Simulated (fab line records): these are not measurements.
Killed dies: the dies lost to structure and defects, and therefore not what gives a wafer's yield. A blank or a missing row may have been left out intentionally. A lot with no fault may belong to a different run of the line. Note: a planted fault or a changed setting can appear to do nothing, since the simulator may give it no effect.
Which of the tools did it? + flow n5_finfet + 24 lots with 72 wafers sampled at 6 steps, on a route of 1938 steps

WHAT THE GAUGES SHOWED, per wafer
N5_BEOL_M6_OVL_MEAS_29. Usual: for V5_OVL the level is 0.5 nm and the standard deviation is 0.76.
| lot  | measured     | on         | V5_OVL (nm)    | flag |
|------|--------------|------------|----------------|------|
| L076 | day 10 10:44 | overlay-02 | 0.2 -0.2 0.3   |      |
| L078 | day 10 20:29 | overlay-02 | 1.1 1.1 0.7    |      |
| L074 | day 11 04:29 | overlay-01 | 0.2 0.1 0.2    |      |
| L077 | day 11 07:37 | overlay-01 | 0.3 0.5 0.2    |      |
| L080 | day 11 10:53 | overlay-02 | 1.7 0.6 1.1    |      |
| L075 | day 11 10:58 | overlay-02 | 0.8 1.3 1.4    |      |
| L079 | day 11 10:56 | overlay-01 | -0.1 -0.2 -1.2 |      |
| L081 | day 12 09:16 | overlay-02 | 1.0 2.0 1.8    |      |
| L082 | day 12 09:05 | overlay-01 | 0.7 1.0 0.0    |      |
| L083 | day 12 13:16 | overlay-01 | 0.6 -0.2 0.4   |      |
| L086 | day 13 10:58 | overlay-02 | 1.0 1.2 -0.7   |      |
| L084 | day 13 13:30 | overlay-02 | -0.4 0.2 0.3   |      |
| L085 | day 13 15:25 | overlay-02 | 1.3 1.5 1.7    |      |
| L087 | day 13 19:02 | overlay-01 | -0.1 -0.4 0.2  |      |
| L088 | day 14 12:07 | overlay-02 | 0.5 -0.2 -0.2  |      |
| L089 | day 14 14:25 | overlay-01 | 0.2 -0.9 -0.7  |      |
| L091 | day 14 16:44 | overlay-02 | 0.2 2.3 0.5    |      |
| L090 | day 14 22:52 | overlay-01 | -0.4 0.5 0.3   |      |
| L094 | day 15 00:42 | overlay-02 | 0.7 0.3 0.9    |      |
| L092 | day 15 05:22 | overlay-02 | -0.5 1.0 0.9   |      |
| L093 | day 15 08:27 | overlay-01 | 1.3 0.4 1.4    |      |
| L095 | day 16 10:44 | overlay-01 | 1.0 0.0 1.8    |      |
| L096 | day 16 11:07 | overlay-01 | -0.6 0.2 0.9   |      |
| L097 | day 17 14:06 | overlay-01 | 0.7 1.6 1.6    |      |

N5_BEOL_M7_OVL_MEAS_12. Usual: for M7_OVL the level is 0.3 nm and the standard deviation is 0.69.
| lot  | measured     | on         | M7_OVL (nm)   | flag |
|------|--------------|------------|---------------|------|
| L076 | day 10 19:06 | overlay-02 | -0.4 -0.5 0.5 |      |
| L078 | day 11 05:27 | overlay-02 | 1.3 0.7 0.8   |      |
| L074 | day 11 12:07 | overlay-02 | 0.4 -0.4 -0.8 |      |
| L077 | day 11 15:39 | overlay-01 | 0.7 1.2 0.0   |      |
| L080 | day 11 19:10 | overlay-01 | 0.4 1.7 1.6   |      |
| L075 | day 11 19:19 | overlay-01 | -0.7 0.0 0.7  |      |
| L079 | day 11 19:00 | overlay-01 | 0.4 1.4 0.0   |      |
| L081 | day 12 15:16 | overlay-02 | 0.4 1.0 2.1   |      |
| L082 | day 12 15:03 | overlay-02 | 0.7 1.8 1.8   |      |
| L083 | day 12 18:22 | overlay-01 | -0.4 -0.4 1.0 |      |
| L086 | day 13 16:56 | overlay-02 | 0.4 -0.2 -0.7 |      |
| L084 | day 13 20:11 | overlay-01 | 1.1 0.3 0.8   |      |
| L085 | day 13 20:15 | overlay-01 | 0.1 0.2 0.8   |      |
| L087 | day 14 01:45 | overlay-01 | -0.6 0.7 0.3  |      |
| L088 | day 14 17:08 | overlay-02 | 0.1 1.6 -1.1  |      |
| L089 | day 14 19:10 | overlay-01 | 0.2 -0.8 -0.3 |      |
| L091 | day 14 22:09 | overlay-01 | 0.0 0.0 -1.2  |      |
| L090 | day 15 04:11 | overlay-01 | -0.5 0.0 0.0  |      |
| L094 | day 15 06:26 | overlay-02 | 0.7 0.7 0.3   |      |
| L092 | day 15 11:08 | overlay-02 | 0.4 0.6 -0.3  |      |
| L093 | day 15 17:47 | overlay-01 | 1.1 -0.3 -0.1 |      |
| L095 | day 16 15:41 | overlay-01 | 0.2 1.2 -1.0  |      |
| L096 | day 16 17:34 | overlay-02 | -0.8 0.5 -0.8 |      |
| L097 | day 17 19:07 | overlay-01 | -0.3 0.0 0.9  |      |

WHAT TOOL EACH LOT RAN ON (gives the tool, then ch and the chambers of the sampled wafers, and finally the start)
| lot  | N5_BEOL_M6_HM_OPEN_17             | N5_BEOL_M6_DESCUM_33               | N5_BEOL_M6_TRENCH_ETCH_37                     | N5_BEOL_M7_HM_DEP_02         |
|------|-----------------------------------|------------------------------------|-----------------------------------------------|------------------------------|
| L076 | rie_metal-03 ch 0,1, day 10 09:08 | rie_diel-03 ch 0,2,3, day 10 10:49 | rie_diel-03 ch 0,2,3, day 10 18:42 or earlier | pvd_sputter-03, day 10 18:42 |
| L078 | rie_metal-02 ch 0,1, day 10 16:17 | rie_diel-02 ch 0,1, day 10 20:48   | rie_diel-02 ch 0,1, day 11 04:55 or earlier   | pvd_sputter-02, day 11 04:55 |
| L074 | rie_metal-02 ch 0,1, day 11 00:32 | rie_diel-02 ch 0,1,3, day 11 04:59 | rie_diel-02 ch 0,1,3, day 11 11:35 or earlier | pvd_sputter-03, day 11 11:35 |
| L077 | rie_metal-01 ch 0,1, day 11 05:28 | rie_diel-06 ch 0,1, day 11 08:01   | rie_diel-06 ch 0,1, day 11 15:07 or earlier   | pvd_sputter-03, day 11 15:07 |
| L080 | rie_metal-03 ch 0, day 11 09:19   | rie_diel-03 ch 0,1,2, day 11 11:25 | rie_diel-03 ch 0,1,2, day 11 18:34 or earlier | pvd_sputter-01, day 11 18:34 |
| L075 | rie_metal-02 ch 1, day 11 09:37   | rie_diel-06 ch 0,3, day 11 11:45   | rie_diel-06 ch 0,3, day 11 18:36 or earlier   | pvd_sputter-03, day 11 18:36 |
| L079 | rie_metal-01 ch 0,1, day 11 09:48 | rie_diel-02 ch 0,2,3, day 11 11:33 | rie_diel-02 ch 0,2,3, day 11 18:28 or earlier | pvd_sputter-01, day 11 18:28 |
| L081 | rie_metal-01 ch 0,1, day 12 05:42 | rie_diel-02 ch 1,2,3, day 12 09:41 | rie_diel-02 ch 1,2,3, day 12 14:44 or earlier | pvd_sputter-01, day 12 14:44 |
| L082 | rie_metal-03 ch 0,1, day 12 06:55 | rie_diel-06 ch 0,1,2, day 12 09:33 | rie_diel-06 ch 0,1,2, day 12 14:38 or earlier | pvd_sputter-01, day 12 14:38 |
| L083 | rie_metal-02 ch 0,1, day 12 11:11 | rie_diel-06 ch 0,1,2, day 12 13:21 | rie_diel-06 ch 0,1,2, day 12 17:58 or earlier | pvd_sputter-03, day 12 17:58 |
| L086 | rie_metal-03 ch 0,1, day 13 08:31 | rie_diel-06 ch 0,3, day 13 11:02   | rie_diel-06 ch 0,3, day 13 16:25 or earlier   | pvd_sputter-02, day 13 16:25 |
| L084 | rie_metal-02 ch 0,1, day 13 12:49 | rie_diel-06 ch 0,1, day 13 13:35   | rie_diel-06 ch 0,1, day 13 19:39 or earlier   | pvd_sputter-02, day 13 19:39 |
| L085 | rie_metal-02 ch 0,1, day 13 13:46 | rie_diel-06 ch 0,1,3, day 13 15:31 | rie_diel-06 ch 0,1,3, day 13 19:51 or earlier | pvd_sputter-02, day 13 19:51 |
| L087 | rie_metal-02 ch 0,1, day 13 17:14 | rie_diel-02 ch 0,1, day 13 19:34   | rie_diel-02 ch 0,1, day 14 01:21 or earlier   | pvd_sputter-02, day 14 01:21 |
| L088 | rie_metal-01 ch 0,1, day 14 05:39 | rie_diel-02 ch 2,3, day 14 12:12   | rie_diel-02 ch 2,3, day 14 16:44 or earlier   | pvd_sputter-03, day 14 16:44 |
| L089 | rie_metal-03 ch 0,1, day 14 13:17 | rie_diel-03 ch 0,1,2, day 14 14:30 | rie_diel-03 ch 0,1,2, day 14 18:46 or earlier | pvd_sputter-03, day 14 18:46 |
| L091 | rie_metal-03 ch 0,1, day 14 14:47 | rie_diel-03 ch 0,3, day 14 16:49   | rie_diel-03 ch 0,3, day 14 21:37 or earlier   | pvd_sputter-01, day 14 21:37 |
| L090 | rie_metal-03 ch 0,1, day 14 18:59 | rie_diel-06 ch 0,1,2, day 14 22:58 | rie_diel-06 ch 0,1,2, day 15 03:39 or earlier | pvd_sputter-01, day 15 03:39 |
| L094 | rie_metal-03 ch 0,1, day 14 23:48 | rie_diel-03 ch 1,2, day 15 00:47   | rie_diel-03 ch 1,2, day 15 06:01 or earlier   | pvd_sputter-03, day 15 06:01 |
| L092 | rie_metal-01 ch 1, day 15 02:07   | rie_diel-06 ch 0,2,3, day 15 05:29 | rie_diel-06 ch 0,2,3, day 15 10:35 or earlier | pvd_sputter-03, day 15 10:35 |
| L093 | rie_metal-03 ch 1, day 15 07:29   | rie_diel-06 ch 0,2, day 15 08:32   | rie_diel-06 ch 0,2, day 15 17:22 or earlier   | pvd_sputter-02, day 15 17:22 |
| L095 | rie_metal-02 ch 0,1, day 16 07:28 | rie_diel-02 ch 0,1,2, day 16 10:59 | rie_diel-02 ch 0,1,2, day 16 15:09 or earlier | pvd_sputter-01, day 16 15:09 |
| L096 | rie_metal-02 ch 0,1, day 16 10:34 | rie_diel-02 ch 0,1,2, day 16 11:27 | rie_diel-02 ch 0,1,2, day 16 17:02 or earlier | pvd_sputter-02, day 16 17:02 |
| L097 | rie_metal-01 ch 0,1, day 17 12:50 | rie_diel-06 ch 2,3, day 17 14:11   | rie_diel-06 ch 2,3, day 17 18:35 or earlier   | pvd_sputter-02, day 17 18:35 |
- N5_BEOL_M6_HM_OPEN_17: chemistry Cl2/BCl3, target TiN, target depth 20 nm, overetch 6 nm.
- N5_BEOL_M6_DESCUM_33: chemistry O2, time 7 s.
- N5_BEOL_M6_TRENCH_ETCH_37: etches SiCOH lowk in C4F6/O2, target depth 94.435 nm, time 31.5 s.
- N5_BEOL_M7_HM_DEP_02: deposits TiN, target thk 20 nm.

WHAT THE TOOLS THEMSELVES READ (means of the sampled wafers that have a number; where no wafer has one, the mark that the record gives instead)
N5_BEOL_M6_HM_OPEN_17. Usual: drypump_motor_current_A 5.6 A, standard deviation 0.59; he_backside_leak_sccm 3.38 sccm, standard deviation 0.22; oes_ar_750_au 0.84 a.u., standard deviation 0.1; oes_product_au 0.70 a.u., standard deviation 0.087; throttle_valve_pct 22.05 %, standard deviation 0.24.
| lot  | tool         | drypump_motor_current_A (A) | he_backside_leak_sccm (sccm) | oes_ar_750_au (a.u.) | oes_product_au (a.u.) | throttle_valve_pct (%) | flag |
|------|--------------|-----------------------------|------------------------------|----------------------|-----------------------|------------------------|------|
| L076 | rie_metal-03 | 5.8                         | 3.52                         | 0.70                 | 0.60                  | 22.12                  |      |
| L078 | rie_metal-02 | 5.4                         | 3.48                         | 0.72                 | 0.60                  | 22.08                  |      |
| L074 | rie_metal-02 | 5.4                         | 3.40                         | 0.71                 | 0.58                  | 22.09                  |      |
| L077 | rie_metal-01 | 5.5                         | 3.29                         | 0.82                 | 0.69                  | 21.88                  |      |
| L080 | rie_metal-03 | 5.1                         | 3.56                         | 0.80                 | 0.68                  | 22.38                  |      |
| L075 | rie_metal-02 | 6.4                         | 3.13                         | 0.89                 | 0.75                  | 22.22                  |      |
| L079 | rie_metal-01 | 5.1                         | 3.33                         | 0.84                 | 0.69                  | 21.98                  |      |
| L081 | rie_metal-01 | 5.4                         | 3.62                         | 0.81                 | 0.68                  | 21.89                  |      |
| L082 | rie_metal-03 | 5.7                         | 3.61                         | 0.68                 | 0.58                  | 22.14                  |      |
| L083 | rie_metal-02 | 5.9                         | 3.43                         | 0.91                 | 0.76                  | 22.10                  |      |
| L086 | rie_metal-03 | 5.4                         | 3.39                         | 0.74                 | 0.61                  | 22.30                  |      |
| L084 | rie_metal-02 | 5.9                         | 3.15                         | 0.90                 | 0.74                  | 22.11                  |      |
| L085 | rie_metal-02 | 5.3                         | 3.37                         | 0.93                 | 0.77                  | 21.95                  |      |
| L087 | rie_metal-02 | 5.3                         | 3.45                         | 0.93                 | 0.77                  | 21.95                  |      |
| L088 | rie_metal-01 | 5.4                         | 3.46                         | 0.80                 | 0.67                  | 21.90                  |      |
| L089 | rie_metal-03 | 5.4                         | 3.33                         | 0.85                 | 0.72                  | 22.19                  |      |
| L091 | rie_metal-03 | 5.4                         | 3.51                         | 0.85                 | 0.71                  | 22.18                  |      |
| L090 | rie_metal-03 | 5.7                         | 3.30                         | 0.91                 | 0.77                  | 21.96                  |      |
| L094 | rie_metal-03 | 5.7                         | 3.37                         | 0.90                 | 0.78                  | 21.96                  |      |
| L092 | rie_metal-01 | 5.6                         | 3.74                         | 0.76                 | 0.66                  | 21.81                  |      |
| L093 | rie_metal-03 | 6.0                         | 3.24                         | 0.94                 | 0.81                  | 21.74                  |      |
| L095 | rie_metal-02 | 5.3                         | 3.46                         | 0.89                 | 0.74                  | 21.96                  |      |
| L096 | rie_metal-02 | 5.8                         | 3.21                         | 0.86                 | 0.72                  | 22.12                  |      |
| L097 | rie_metal-01 | 5.2                         | 3.31                         | 0.81                 | 0.66                  | 22.00                  |      |

N5_BEOL_M6_DESCUM_33. Usual: drypump_motor_current_A 5.8 A, standard deviation 0.52; oes_product_au 0.79 a.u., standard deviation 0.11; rf_vpp_V 243.4 V, standard deviation 1.4; showerhead_plenum_p_Torr 2.12 Torr, standard deviation 0.077; throttle_valve_pct 20.36 %, standard deviation 0.3.
| lot  | tool        | drypump_motor_current_A (A) | oes_product_au (a.u.) | rf_vpp_V (V) | showerhead_plenum_p_Torr (Torr) | throttle_valve_pct (%) | flag |
|------|-------------|-----------------------------|-----------------------|--------------|---------------------------------|------------------------|------|
| L076 | rie_diel-03 | 5.5                         | 0.77                  | 241.3        | 2.01                            | 20.29                  |      |
| L078 | rie_diel-02 | 5.9                         | 0.84                  | 244.0        | 2.18                            | 20.22                  |      |
| L074 | rie_diel-02 | 6.0                         | 0.77                  | 242.9        | 2.10                            | 20.32                  |      |
| L077 | rie_diel-06 | 5.4                         | 0.69                  | 243.9        | 2.17                            | 20.53                  |      |
| L080 | rie_diel-03 | 5.5                         | 0.79                  | 242.9        | 2.08                            | 20.51                  |      |
| L075 | rie_diel-06 | 6.2                         | 0.72                  | 244.2        | 2.14                            | 20.41                  |      |
| L079 | rie_diel-02 | 5.9                         | 0.85                  | 243.2        | 2.09                            | 20.08                  |      |
| L081 | rie_diel-02 | 5.7                         | 0.78                  | 242.2        | 2.04                            | 20.43                  |      |
| L082 | rie_diel-06 | 5.8                         | 0.68                  | 243.8        | 2.16                            | 20.58                  |      |
| L083 | rie_diel-06 | 5.8                         | 0.69                  | 244.3        | 2.16                            | 20.57                  |      |
| L086 | rie_diel-06 | 6.5                         | 0.88                  | 243.6        | 2.13                            | 20.12                  |      |
| L084 | rie_diel-06 | 5.4                         | 0.68                  | 244.3        | 2.16                            | 20.56                  |      |
| L085 | rie_diel-06 | 6.0                         | 0.78                  | 243.1        | 2.15                            | 20.35                  |      |
| L087 | rie_diel-02 | 5.9                         | 0.90                  | 244.1        | 2.17                            | 20.18                  |      |
| L088 | rie_diel-02 | 5.9                         | 0.75                  | 241.8        | 2.00                            | 20.22                  |      |
| L089 | rie_diel-03 | 5.5                         | 0.75                  | 242.6        | 2.07                            | 20.55                  |      |
| L091 | rie_diel-03 | 5.3                         | 0.88                  | 243.6        | 2.10                            | 20.12                  |      |
| L090 | rie_diel-06 | 5.7                         | 0.77                  | 243.6        | 2.15                            | 20.50                  |      |
| L094 | rie_diel-03 | 5.7                         | 0.70                  | 242.8        | 2.04                            | 20.64                  |      |
| L092 | rie_diel-06 | 6.3                         | 0.85                  | 244.5        | 2.14                            | 20.29                  |      |
| L093 | rie_diel-06 | 6.0                         | 0.77                  | 244.5        | 2.14                            | 20.47                  |      |
| L095 | rie_diel-02 | 5.6                         | 0.86                  | 243.2        | 2.10                            | 20.30                  |      |
| L096 | rie_diel-02 | 5.6                         | 0.86                  | 242.9        | 2.10                            | 20.29                  |      |
| L097 | rie_diel-06 | 6.4                         | 0.88                  | 243.1        | 2.14                            | 20.28                  |      |

N5_BEOL_M6_TRENCH_ETCH_37. Usual: drypump_motor_current_A 5.8 A, standard deviation 0.52; oes_ar_750_au 0.79 a.u., standard deviation 0.1; oes_o_777_au 0.80 a.u., standard deviation 0.1; oes_product_au 0.79 a.u., standard deviation 0.11; rf_vpp_V 666 V, standard deviation 13; showerhead_plenum_p_Torr 2.87 Torr, standard deviation 0.1; throttle_valve_pct 20.81 %, standard deviation 0.25.
| lot  | tool        | drypump_motor_current_A (A) | oes_ar_750_au (a.u.) | oes_o_777_au (a.u.) | oes_product_au (a.u.) | rf_vpp_V (V) | showerhead_plenum_p_Torr (Torr) | throttle_valve_pct (%) | flag |
|------|-------------|-----------------------------|----------------------|---------------------|-----------------------|--------------|---------------------------------|------------------------|------|
| L076 | rie_diel-03 | 5.5                         | 0.77                 | 0.78                | 0.77                  | 657          | 2.72                            | 20.72                  |      |
| L078 | rie_diel-02 | 5.9                         | 0.84                 | 0.85                | 0.84                  | 669          | 2.95                            | 20.68                  |      |
| L074 | rie_diel-02 | 6.0                         | 0.77                 | 0.77                | 0.77                  | 662          | 2.84                            | 20.75                  |      |
| L077 | rie_diel-06 | 5.4                         | 0.71                 | 0.73                | 0.71                  | 665          | 2.93                            | 20.97                  |      |
| L080 | rie_diel-03 | 5.5                         | 0.79                 | 0.81                | 0.79                  | 656          | 2.81                            | 20.95                  |      |
| L075 | rie_diel-06 | 6.2                         | 0.70                 | 0.70                | 0.70                  | 683          | 2.91                            | 20.94                  |      |
| L079 | rie_diel-02 | 5.9                         | 0.85                 | 0.87                | 0.86                  | 663          | 2.84                            | 20.59                  |      |
| L081 | rie_diel-02 | 5.7                         | 0.78                 | 0.79                | 0.77                  | 658          | 2.77                            | 20.87                  |      |
| L082 | rie_diel-06 | 5.8                         | 0.69                 | 0.70                | 0.68                  | 673          | 2.91                            | 20.94                  |      |
| L083 | rie_diel-06 | 5.7                         | 0.69                 | 0.71                | 0.68                  | 674          | 2.91                            | 20.95                  |      |
| L086 | rie_diel-06 | 6.5                         | 0.86                 | 0.85                | 0.87                  | 678          | 2.92                            | 20.74                  |      |
| L084 | rie_diel-06 | 5.4                         | 0.69                 | 0.71                | 0.68                  | 664          | 2.92                            | 21.00                  |      |
| L085 | rie_diel-06 | 6.0                         | 0.77                 | 0.78                | 0.78                  | 670          | 2.91                            | 20.86                  |      |
| L087 | rie_diel-02 | 5.9                         | 0.89                 | 0.90                | 0.89                  | 669          | 2.93                            | 20.61                  |      |
| L088 | rie_diel-02 | 6.0                         | 0.76                 | 0.77                | 0.77                  | 656          | 2.73                            | 20.70                  |      |
| L089 | rie_diel-03 | 5.5                         | 0.76                 | 0.77                | 0.76                  | 654          | 2.80                            | 20.99                  |      |
| L091 | rie_diel-03 | 5.3                         | 0.88                 | 0.89                | 0.89                  | 666          | 2.86                            | 20.60                  |      |
| L090 | rie_diel-06 | 5.7                         | 0.77                 | 0.79                | 0.77                  | 673          | 2.90                            | 20.87                  |      |
| L094 | rie_diel-03 | 5.7                         | 0.71                 | 0.72                | 0.70                  | 649          | 2.76                            | 21.05                  |      |
| L092 | rie_diel-06 | 6.3                         | 0.83                 | 0.84                | 0.84                  | 679          | 2.90                            | 20.74                  |      |
| L093 | rie_diel-06 | 6.0                         | 0.76                 | 0.77                | 0.77                  | 685          | 2.89                            | 20.86                  |      |
| L095 | rie_diel-02 | 5.6                         | 0.86                 | 0.87                | 0.87                  | 665          | 2.85                            | 20.76                  |      |
| L096 | rie_diel-02 | 5.6                         | 0.86                 | 0.88                | 0.86                  | 664          | 2.85                            | 20.75                  |      |
| L097 | rie_diel-06 | 6.4                         | 0.86                 | 0.87                | 0.87                  | 676          | 2.88                            | 20.66                  |      |

N5_BEOL_M7_HM_DEP_02. Usual: throttle_valve_pct 29.7 %, standard deviation 0.94.
| lot  | tool           | throttle_valve_pct (%) | flag |
|------|----------------|------------------------|------|
| L076 | pvd_sputter-03 | 30.1                   |      |
| L078 | pvd_sputter-02 | 29.5                   |      |
| L074 | pvd_sputter-03 | 30.4                   |      |
| L077 | pvd_sputter-03 | 29.9                   |      |
| L080 | pvd_sputter-01 | 28.7                   |      |
| L075 | pvd_sputter-03 | 29.8                   |      |
| L079 | pvd_sputter-01 | 29.6                   |      |
| L081 | pvd_sputter-01 | 29.2                   |      |
| L082 | pvd_sputter-01 | 29.5                   |      |
| L083 | pvd_sputter-03 | 31.0                   |      |
| L086 | pvd_sputter-02 | 29.2                   |      |
| L084 | pvd_sputter-02 | 29.2                   |      |
| L085 | pvd_sputter-02 | 29.0                   |      |
| L087 | pvd_sputter-02 | 29.2                   |      |
| L088 | pvd_sputter-03 | 30.4                   |      |
| L089 | pvd_sputter-03 | 30.4                   |      |
| L091 | pvd_sputter-01 | 28.4                   |      |
| L090 | pvd_sputter-01 | 28.5                   |      |
| L094 | pvd_sputter-03 | 30.8                   |      |
| L092 | pvd_sputter-03 | 30.0                   |      |
| L093 | pvd_sputter-02 | 29.2                   |      |
| L095 | pvd_sputter-01 | 29.6                   |      |
| L096 | pvd_sputter-02 | 29.2                   |      |
| L097 | pvd_sputter-02 | 29.3                   |      |

THE ANSWER, worked out from the rows above alone
Rule: lot off if the mean of its wafers having a number is beyond 3 standard deviations from the usual mean. Also off: a lot with no number at a reading for which 4 or more lots have one. The other lots that the step has rows for count as sound. The gauges are gone through in route order, then the tools' own readings, and for those a lot's mean is taken as printed above. At the first step where some lot is off, the reading lying furthest off is the one used; lots without a number count as furthest.
Across all readings shown, no lot is off: no conclusion can be drawn from this.

WHAT WAS PUT IN BY THE SIMULATOR
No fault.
